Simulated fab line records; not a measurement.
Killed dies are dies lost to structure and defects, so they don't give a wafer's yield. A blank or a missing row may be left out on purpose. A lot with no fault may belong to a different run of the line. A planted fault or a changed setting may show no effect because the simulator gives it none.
Struck lot and sound lot, side by side    flow n5_finfet    15 steps out of a route of 1938
Sound: the wafers L170.1, L170.4, L170.6. Wafers L178.1, L178.4, L178.5 were the ones struck. Last of all comes the cause.
At each step with rows: each side's tool, then ch and its chambers, then its first start. Under that, the readings that differ: sound wafers    struck wafers    difference of the means    sigmas: that difference in standard deviations of wafers without a fault.
alike: same words and numbers on both sides, and readings whose means sit less than 2 such deviations apart. not compared: any withheld reading, any reading some wafer has no value for, any bound like >300 that may hide the same value, and any number with overlapping values for which the record gives no deviation.
A row with sigmas, a row that says differs or no value, or rows on one side alone: a step with any of these is where the two part. Non-overlapping numbers with no deviation appear without sigmas and do not part them. A reading missing from all wafers of one side parts the sides only when that side holds two or more wafers.

first, 2 steps without rows for these wafers: N5_BEOL_M11_PEB_26 (peb time 60 s); N5_BEOL_M11_DEVELOP_27 (develop time 30 s).
N5_BEOL_M11_CD_MEAS_28: target cd 70 nm.
  sound on cd_sem-02 ch 0, day 14 00:40; struck on cd_sem-03 ch 0, day 15 18:07
reading     sound           struck          difference  sigmas
cd_nm (nm)  68.9 69.6 69.5  71.1 71.8 70.2  +1.7        +2
N5_BEOL_M11_OVL_MEAS_29:
  sound on overlay-02 ch 0, day 14 00:41; struck on overlay-02 ch 0, day 15 18:09
  alike: V10_OVL
N5_BEOL_M11_INSPECT_30: inspects for defects (brightfield).
  sound: defect_inspect-01 at day 14 00:43; struck: defect_inspect-01 at day 15 18:11
  alike: raw_defect_count
N5_BEOL_M11_DESCUM_33: chemistry O2, time 7.9 s.
  sound on rie_diel-05 ch 1,2,3, day 14 01:35; struck on rie_diel-05 ch 0,2,3, day 15 18:13
  alike: drypump_motor_current_A, oes_product_au, rf_vpp_V, showerhead_plenum_p_Torr, throttle_valve_pct
  not compared: rf_hours_counter_h
N5_BEOL_M11_ETCH_65: etches SiARC in CF4, target depth 39 nm, time 65 s.
  sound on rie_diel-05 ch 1,2,3, day 14 01:38; struck on rie_diel-05 ch 0,2,3, day 15 18:15
  alike: bias_w, drypump_motor_current_A, etch_rf_on_time_s, oes_product_au, rf_vpp_V, showerhead_plenum_p_Torr, throttle_valve_pct
  not compared: rf_hours_counter_h
N5_BEOL_M11_ETCH_66: etches SOC in N2/H2, target depth 120 nm, overetch 24 nm, time 180 s.
  sound on rie_diel-05 ch 1,2,3, day 14 01:41; struck on rie_diel-05 ch 0,2,3, day 15 18:18
  alike: bias_w, drypump_motor_current_A, oes_product_au, rf_vpp_V, showerhead_plenum_p_Torr, throttle_valve_pct
  not compared: rf_hours_counter_h
then, 1 step without rows for these wafers: N5_BEOL_M11_STRIP_69 (strips in N2/H2).
N5_BEOL_M11_VIA_ETCH_34: etches SiCOH lowk in C4F6/O2, target depth 184.5 nm, time 69.2 s.
  sound on rie_diel-05 ch 1,2,3, day 14 01:48; struck on rie_diel-05 ch 0,2,3, day 15 18:25
  alike: bias_w, drypump_motor_current_A, oes_product_au, rf_vpp_V, showerhead_plenum_p_Torr, throttle_valve_pct
  not compared: rf_hours_counter_h
then, 2 steps without rows for these wafers: N5_BEOL_M11_STRIP_73 (strips in C4F6/O2); N5_BEOL_M11_STRIP_36 (strips in N2/H2).
N5_BEOL_M11_TRENCH_ETCH_37: etches SiCOH lowk in C4F6/O2, target depth 148.83 nm, time 48 s.
  sound on rie_diel-05 ch 1,2,3, day 14 01:54; struck on rie_diel-05 ch 0,2,3, day 15 18:31
reading     sound              struck             difference  sigmas
bias_w (W)  185.6 184.6 184.9  192.2 192.4 192.9  +7.5        +13
  alike: drypump_motor_current_A, oes_product_au, rf_vpp_V, showerhead_plenum_p_Torr, throttle_valve_pct
  not compared: rf_hours_counter_h
N5_BEOL_M11_ETCH_41: etches SiCN in CH3F/O2, target depth 42.6 nm, time 86 s.
  sound: rie_diel-05 ch 1,2,3; struck: rie_diel-05 ch 0,2,3
  alike: bias_w, drypump_motor_current_A, oes_product_au, rf_vpp_V, showerhead_plenum_p_Torr, throttle_valve_pct
  not compared: rf_hours_counter_h
N5_PASSIVATION_PROBE_49:
  sound: prober-01 at day 16 07:57; struck: prober-01 at day 17 16:04
reading                   sound           struck          difference  sigmas
defect_limited_yield (%)  88.1 89.8 91.4  91.4 93.7 93.2  +3.0        +2
killed_at_front_end       56 55 51        40 23 31        -23         -2
killed_dies               140 120 101     102 74 80       -35         -2
killed_short              49 43 33        28 20 27        -17         -2
sort_bin_4_leakage (%)    0 0 0           0.17 0 0.08     +0.08       +2
sort_bin_5_function (%)   6.9 5.8 4.9     5.4 3.1 3.6     -1.8        -2
sort_n_pass               1040 1060 1079  1076 1106 1099  +34         +2
sort_yield_pct (%)        88.1 89.8 91.4  91.2 93.7 93.1  +2.9        +2
  alike: killed_at_M0_to_M3, killed_at_M4_up, killed_at_contacts, killed_at_other, killed_open, sort_bin_6_memory

WHERE THEY PART
At N5_BEOL_M11_CD_MEAS_28 first; at N5_PASSIVATION_PROBE_49 last (within this record only).

WHY: what the simulator had put in
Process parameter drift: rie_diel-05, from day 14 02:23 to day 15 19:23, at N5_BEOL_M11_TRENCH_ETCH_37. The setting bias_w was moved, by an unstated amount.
